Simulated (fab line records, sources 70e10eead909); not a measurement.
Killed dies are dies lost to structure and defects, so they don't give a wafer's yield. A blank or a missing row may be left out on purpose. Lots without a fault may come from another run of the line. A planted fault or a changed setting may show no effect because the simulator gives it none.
Problem report in the 8D (eight disciplines) form, filled by code | flow nand_harc | the parts of the form that need people (team, actions taken, sign-off) are left out

1. THE PROBLEM
raw_defect_count at NHARC_A_ZERO_WELL_INSPECT_17 reads a mean of 617 on 6 wafers of 2 lots; wafers without a fault read 9 with a standard deviation of 5.4. That is +99 or more standard deviations from the usual mean.
First seen on wafer L293.1, day 8 11:44, on defect_inspect-02. The record holds 36 wafers of 12 lots with a number at this step. Rule for "out", or "out of limits": more than 4 standard deviations from the usual mean. The other wafers with a number count as sound.

2. WHAT IT IS AND WHAT IT IS NOT
question                    | is                     | is not
which readings at this step | raw_defect_count       | -
which lots                  | L293, L294             | L284, L285, L287, L288, L297, L300, L302, L304, L305, L307
which wafers of those lots  | all that have a number | -
read on which gauges        | defect_inspect-02      | defect_inspect-01
when                        | from day 8 11:44       | up to then (12 sound wafers); but 18 sound wafers of L297, L300, L302, L304, L305, L307 came after

3. SUSPECTS, AND WHAT RULES EACH OUT
Counting: a tool at a process step up to the reading stays a suspect if it ran every lot that is out and no sound lot after the first of them.
- the gauge at NHARC_A_ZERO_WELL_INSPECT_17: ruled out. All the wafers that are out were read on defect_inspect-02, but those of them that NHARC_END_SORT_01 has rows for are out there too, on other tools.
- wet_bench-09 at NHARC_A_ZERO_WELL_STRIP_14 (strips in SPM, time 900 s): kept. It ran every lot that is out, first L293 (day 8 10:45), and no sound lot after that; its last sound lot up to then is L288 (day 7 12:53).
Left after counting: wet_bench-09 at NHARC_A_ZERO_WELL_STRIP_14.

4. THE CAUSE (what the simulator had put in)
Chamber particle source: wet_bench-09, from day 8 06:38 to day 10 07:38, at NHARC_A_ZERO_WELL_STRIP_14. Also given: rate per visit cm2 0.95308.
Counting left only this tool.

5. THE CHAIN OF EFFECTS, in route order
Each row: a reading whose mean over the struck wafers that have a number lies more than 3 standard deviations from the usual. Only readings for which the record gives a usual standard deviation are gone through. hours: the time from each lot's start at the first step in this table that gives one to its start at this step, as a median over the lots. sigmas: the change in usual standard deviations.
hours | step                            | reading          | usual | on struck wafers | change | sigmas
0     | NHARC_A_ZERO_WELL_INSPECT_17    | raw_defect_count | 9     | 617              | +608   | +99 or more
20    | NHARC_A_SOURCE_PLATE_INSPECT_08 | raw_defect_count | 57    | 678              | +621   | +25
302   | NHARC_END_SORT_01               | killed_at_array  | 27    | 106              | +78    | +7.8
302   | NHARC_END_SORT_01               | killed_dies      | 30    | 107              | +77    | +7.7
Later measuring or inspecting steps at which every struck wafer that the step has a row for has a number for every such reading, and none has moved that far: NHARC_A_SOURCE_PLATE_THK_MEAS_06.

6. WHAT WOULD HAVE CAUGHT IT SOONER
In this record the first reading out of limits at a measuring or inspecting step was taken at day 8 11:44, 5 hours after the fault began at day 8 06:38.
Of the lots that are out (2), L294 began NHARC_A_ZERO_WELL_STRIP_14 on wet_bench-09 after day 8 11:44. A hold on the tool at that time would have spared it.
